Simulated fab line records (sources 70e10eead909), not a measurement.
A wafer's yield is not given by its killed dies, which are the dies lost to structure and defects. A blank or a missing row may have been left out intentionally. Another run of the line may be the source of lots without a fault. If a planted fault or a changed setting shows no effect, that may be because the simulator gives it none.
fab line records -- flow nandHarc
record: lots: 13, wafers: 39, lastDay: 33
route steps=1302 shown P_STI@84 P_GATE@127
lots that met no fault: taken from a fault-free run of the same line
startH: hours from the record's first day to the start of the lot's first wafer shown -- waitH: time in hours since the lot's previous step -- " same as the row above -- L1.1+2: several wafers, shown together as one row -- - either no value or no given start -- * or withheld: withheld -- < > ~ a bound
route shown NAME@n: a module of which the file shows steps, and the number in the route of the first -- usual: mean/standard deviation taken from wafers without a fault -- same: alike in all rows -- chamber/n: place in a boat -- sites: per-site readings -- _std_site: the standard deviation of these -- _edge_site: outer sites' mean less inner sites' -- radiusMm: for every site, how far away it sits from the centre of the wafer -- mask NAME#n: copy n -- behind: the tool/chamber that last shaped the wafer -- hold: the reason the lot was held/the length of the hold in hours/how it ended -- device: names the non-switching transistor (n, p or np) -- end of line: tests of these same wafers at the route's end -- a step given without rows: its recipe and nothing more -- killed: at the first sort, the dies lost to defects and structure; wafer yield is something else -- map: a wafer's dies, x killed, . not, _ none there
set.NAME: the setting the step ran with; set.NAME@STEP: the setting that earlier step ran with -- model.NAME: the simulator's own value behind a step, which no gauge read
the route's steps for a sample of lots (tables are steps, rows are wafers)
services: the hour from which a tool's chamber was out of use, counted from the record's first day as startH (under 0 if before that day), plus the number of hours and why
== steps ==
step: NHARC_P_STI_OVL_MEAS_10
usual: overlayXNm: 0/5.3, overlayYNm: 0/7.5
lot.wafer,tool,chamber,startH,waitH,overlayXNm,overlayYNm
L936.1,overlay-01,-,67.52,-,3,9
L936.3,overlay-01,-,67.52,-,2,9
L936.5,overlay-01,-,67.52,-,2,8
L937.1,overlay-01,-,75.47,-,1,10
L937.3,overlay-01,-,75.47,-,1,10
L937.6,overlay-01,-,75.47,-,1,10
L938.4,overlay-02,-,83.57,-,-7,-1
L938.5,overlay-02,-,83.57,-,-7,-1
L938.6,overlay-02,-,83.57,-,-7,-1
L941.2,overlay-02,-,114.07,-,2,7
L941.3,overlay-02,-,114.07,-,2,7
L941.5,overlay-02,-,114.07,-,3,7
L942.2,overlay-02,-,124.14,-,-3,0
L942.5,overlay-02,-,124.14,-,-3,0
L942.6,overlay-02,-,124.14,-,-3,0
L944.4,overlay-01,-,145.56,-,6,-6
L944.5,overlay-01,-,145.56,-,7,-6
L944.6,overlay-01,-,145.56,-,6,-6
L945.2,overlay-01,-,154.57,-,-7,4
L945.3,overlay-01,-,154.57,-,-7,4
L945.5,overlay-01,-,154.57,-,-7,4
L946.1,overlay-01,-,166.74,-,0,-10
L946.2,overlay-01,-,166.74,-,0,-10
L946.6,overlay-01,-,166.74,-,-1,-10
L948.1,overlay-02,-,183.29,-,4,-4
L948.2,overlay-02,-,183.29,-,4,-5
L948.3,overlay-02,-,183.29,-,4,-5
L949.2,overlay-01,-,194.77,-,0,3
L949.4,overlay-01,-,194.77,-,0,3
L949.5,overlay-01,-,194.77,-,0,3
L950.1,overlay-02,-,205.14,-,-1,-3
L950.5,overlay-02,-,205.14,-,-1,-3
L950.6,overlay-02,-,205.14,-,-1,-4
L956.1,overlay-02,-,262.11,-,15,-1
L956.4,overlay-02,-,262.11,-,15,-2
L956.5,overlay-02,-,262.11,-,15,-2
L957.1,overlay-01,-,273.27,-,-3,8
L957.2,overlay-01,-,273.27,-,-4,8
L957.3,overlay-01,-,273.27,-,-3,8
step: NHARC_P_STI_INSPECT_11
usual: rawDefectCount: 5.0/2.4
lot.wafer,tool,chamber,startH,waitH,rawDefectCount
L936.1,defectInspect-01,-,67.55,0.0,3
L936.3,defectInspect-01,-,67.55,0.0,5
L936.5,defectInspect-01,-,67.55,0.0,3
L937.1,defectInspect-01,-,75.50,0.0,6
L937.3,defectInspect-01,-,75.50,0.0,2
L937.6,defectInspect-01,-,75.50,0.0,4
L938.4,defectInspect-02,-,83.61,0.0,9
L938.5,defectInspect-02,-,83.61,0.0,4
L938.6,defectInspect-02,-,83.61,0.0,8
L941.2,defectInspect-01,-,114.10,0.0,4
L941.3,defectInspect-01,-,114.10,0.0,4
L941.5,defectInspect-01,-,114.10,0.0,6
L942.2,defectInspect-02,-,124.17,0.0,2
L942.5,defectInspect-02,-,124.17,0.0,4
L942.6,defectInspect-02,-,124.17,0.0,6
L944.4,defectInspect-01,-,145.59,0.0,5
L944.5,defectInspect-01,-,145.59,0.0,5
L944.6,defectInspect-01,-,145.59,0.0,9
L945.2,defectInspect-02,-,154.61,0.0,6
L945.3,defectInspect-02,-,154.61,0.0,5
L945.5,defectInspect-02,-,154.61,0.0,8
L946.1,defectInspect-02,-,166.78,0.0,5
L946.2,defectInspect-02,-,166.78,0.0,3
L946.6,defectInspect-02,-,166.78,0.0,2
L948.1,defectInspect-02,-,183.33,0.0,4
L948.2,defectInspect-02,-,183.33,0.0,12
L948.3,defectInspect-02,-,183.33,0.0,3
L949.2,defectInspect-01,-,194.80,0.0,4
L949.4,defectInspect-01,-,194.80,0.0,1
L949.5,defectInspect-01,-,194.80,0.0,4
L950.1,defectInspect-02,-,205.18,0.0,5
L950.5,defectInspect-02,-,205.18,0.0,9
L950.6,defectInspect-02,-,205.18,0.0,1
L956.1,defectInspect-02,-,262.15,0.0,3
L956.4,defectInspect-02,-,262.15,0.0,1
L956.5,defectInspect-02,-,262.15,0.0,9
L957.1,defectInspect-01,-,273.31,0.0,4
L957.2,defectInspect-01,-,273.31,0.0,3
L957.3,defectInspect-01,-,273.31,0.0,5
step: NHARC_P_GATE_PRECLEAN_71
recipe: timeS: *, tempC: 50, bathAgeMin: 0, chemistry: SC1
usual: bathGuardTempC: 50.2/0.53, runLengthS: *
lot.wafer,tool,chamber,startH,waitH,bathGuardTempC,runLengthS
L937.3,wetBench-06,5,107.38,-,50.4,*
L937.6,wetBench-06,6,107.38,-,50.4,*
L937.1,wetBench-06,7,107.38,-,50.1,*
L936.1,wetBench-04,3,107.53,-,50.1,*
L936.5,wetBench-04,5,107.53,-,50.1,*
L936.3,wetBench-04,6,107.53,-,50.0,*
L938.6,wetBench-04,0,119.01,-,49.3,*
L938.5,wetBench-04,1,119.01,-,49.6,*
L938.4,wetBench-04,2,119.01,-,50.8,*
L941.3,wetBench-09,1,151.12,-,50.3,*
L941.5,wetBench-09,4,151.12,-,50.8,*
L941.2,wetBench-09,6,151.12,-,50.5,*
L942.6,wetBench-06,7,164.58,-,50.3,*
L942.5,wetBench-06,1,164.58,-,50.7,*
L942.2,wetBench-06,2,164.58,-,50.0,*
L944.4,wetBench-04,4,181.29,-,51.6,*
L944.6,wetBench-04,5,181.29,-,50.1,*
L944.5,wetBench-04,7,181.29,-,49.4,*
L945.2,wetBench-06,4,192.23,-,50.0,*
L945.5,wetBench-06,6,192.23,-,50.4,*
L945.3,wetBench-06,7,192.23,-,49.8,*
L946.2,wetBench-09,5,205.21,-,49.6,*
L946.1,wetBench-09,7,205.21,-,49.4,*
L946.6,wetBench-09,1,205.21,-,50.9,*
L949.2,wetBench-09,7,232.56,-,49.8,*
L949.5,wetBench-09,1,232.56,-,50.7,*
L949.4,wetBench-09,3,232.56,-,50.0,*
L948.3,wetBench-06,0,232.72,-,49.4,*
L948.1,wetBench-06,1,232.72,-,50.2,*
L948.2,wetBench-06,3,232.72,-,49.9,*
L950.6,wetBench-09,1,246.41,-,50.2,*
L950.1,wetBench-09,3,246.41,-,49.4,*
L950.5,wetBench-09,6,246.41,-,50.3,*
L956.5,wetBench-09,7,299.11,-,49.7,*
L956.4,wetBench-09,2,299.11,-,50.3,*
L956.1,wetBench-09,3,299.11,-,50.3,*
L957.2,wetBench-04,5,308.47,-,50.0,*
L957.3,wetBench-04,6,308.47,-,50.6,*
L957.1,wetBench-04,0,308.47,-,49.3,*
step: NHARC_P_GATE_ETCH_32
recipe: targetDepthA: 1500, overEtchFrac: 1, overEtchIonEnergyEv: 40, timeS: 100.1, hbrFlowSccm: 150, cl2FlowSccm: 50, rfW: 400, icpW: 400, biasW: 100, chemistry: HBr/Cl2
usual: drypumpMotorCurrentA: 5.9/0.44, oesProductAu: 1.001/0.0094, throttleValvePct: 26.406/0.0087
lot.wafer,tool,chamber,startH,waitH,drypumpMotorCurrentA,oesProductAu,rfHoursCounterH,throttleValvePct
L936.3,rieSi-05,0,122.70,-,6.3,0.988,1.16,26.413
L936.1,rieSi-05,2,122.70,-,6.0,1.000,0.99,26.409
L936.5,rieSi-05,3,122.70,-,6.6,0.988,-,26.405
L937.3,rieSi-03,3,122.99,-,6.1,1.006,0.48,26.408
L937.1,rieSi-03,2,122.99,-,5.4,0.997,0.44,26.419
L937.6,rieSi-03,3,122.99,-,6.2,1.004,-,26.393
L938.4,rieSi-02,3,133.26,-,5.9,1.005,0.12,26.403
L938.5,rieSi-02,3,133.26,-,5.8,1.005,-,26.418
L938.6,rieSi-02,0,133.26,-,5.6,1.017,-,26.408
L941.2,rieSi-05,0,165.28,-,6.3,1.015,0.18,26.413
L941.3,rieSi-05,2,165.28,-,6.0,1.011,0.14,26.408
L941.5,rieSi-05,0,165.28,-,6.3,1.012,-,26.413
L942.2,rieSi-02,3,178.73,-,5.8,1.004,0.49,26.418
L942.5,rieSi-02,0,178.73,-,5.6,1.013,-,26.406
L942.6,rieSi-02,1,178.73,-,5.4,1.001,-,26.411
L944.4,rieSi-03,3,205.43,-,6.1,1.003,0.89,26.401
L944.5,rieSi-03,0,205.43,-,6.0,0.994,-,26.388
L944.6,rieSi-03,1,205.43,-,6.5,0.993,-,26.419
L945.3,rieSi-05,2,211.65,-,5.9,1.019,0.39,26.424
L945.2,rieSi-05,3,211.65,-,6.6,0.996,0.47,26.404
L945.5,rieSi-05,2,211.65,-,5.9,1.010,-,26.414
L946.1,rieSi-02,2,220.92,-,6.3,1.002,0.75,26.404
L946.2,rieSi-02,0,220.92,-,5.6,1.005,0.68,26.416
L946.6,rieSi-02,2,220.92,-,6.3,1.001,-,26.400
L948.1,rieSi-03,2,249.14,-,5.4,0.980,0.07,26.409
L948.3,rieSi-03,0,249.14,-,6.0,0.991,0.06,26.394
L948.2,rieSi-03,1,249.14,-,6.5,0.992,0.06,26.406
L949.2,rieSi-02,0,249.44,-,5.6,1.005,0.80,26.415
L949.4,rieSi-02,3,249.44,-,5.9,0.999,0.89,26.406
L949.5,rieSi-02,0,249.44,-,5.6,1.015,-,26.403
L950.1,rieSi-03,1,262.35,-,6.5,1.001,0.21,26.427
L950.6,rieSi-03,2,262.35,-,5.4,0.987,-,26.401
L950.5,rieSi-03,3,262.35,-,6.1,0.997,-,26.402
L956.1,rieSi-02,2,313.37,-,6.3,1.004,0.23,26.403
L956.4,rieSi-02,2,313.37,-,6.3,1.007,-,26.424
L956.5,rieSi-02,0,313.37,-,5.6,1.016,-,26.394
L957.3,rieSi-03,1,325.22,-,6.5,0.996,0.67,26.408
L957.2,rieSi-03,3,325.22,-,6.2,0.994,0.61,26.412
L957.1,rieSi-03,0,325.22,-,6.0,1.002,0.53,26.402
== services ==
tool,chamber,startH,hours,kind
wetBench-06,-,87.08,1.1,repair
rieSi-02,-,100.00,9.0,pm
rieSi-02,0,100.00,9.0,ventCycle
rieSi-02,1,100.00,9.0,ventCycle
rieSi-02,2,100.00,9.0,ventCycle
rieSi-02,3,100.00,9.0,ventCycle
rieSi-02,0,109.00,-,clean
rieSi-02,1,109.00,-,clean
rieSi-02,2,109.00,-,clean
rieSi-02,3,109.00,-,clean
rieSi-05,1,109.83,3.3,repair
rieSi-05,-,128.00,9.0,pm
rieSi-05,2,148.62,4.2,repair
rieSi-03,-,153.59,0.1,repair
wetBench-06,-,183.78,1.6,repair
wetBench-09,-,184.39,8.0,pm
wetBench-09,0,192.39,-,consumableReplace:bath
wetBench-06,-,193.60,8.0,pm
rieSi-03,-,221.00,9.0,pm
wetBench-04,-,227.20,8.0,pm
rieSi-02,3,260.95,60.1,repair
wetBench-04,-,268.89,10.6,repair
rieSi-02,-,277.00,9.0,pm
rieSi-05,-,305.00,9.0,pm
== key ==
firstSign: step: NHARC_P_GATE_PRECLEAN_71, reading: runLengthS, direction: down, sigmas: 99+, usual: *, struck: *
effect none on later readings
metAt NHARC_P_GATE_PRECLEAN_71
struckLots L949,L950
testerLeftOut L949,L950
notActingAt NHARC_P_STI_OVL_MEAS_10,NHARC_P_STI_INSPECT_11,NHARC_P_GATE_ETCH_32
onsetBetween 205.21 232.56
fault: kind: processParameterDrift, tool: wetBench-09, chamber: -, onsetH: 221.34, steps: NHARC_P_GATE_PRECLEAN_71, channel: timeS, offset: *, shape: step, endH: 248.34, actsIn: *, stated: *
testerLeftOut: of these lots the tester's yield and bins aren't shown, on N5 and GAA mostly nor the transistor test; their killed dies are dies lost to structure and defects alone, not to doping, threshold or leakage, so they don't give the yield
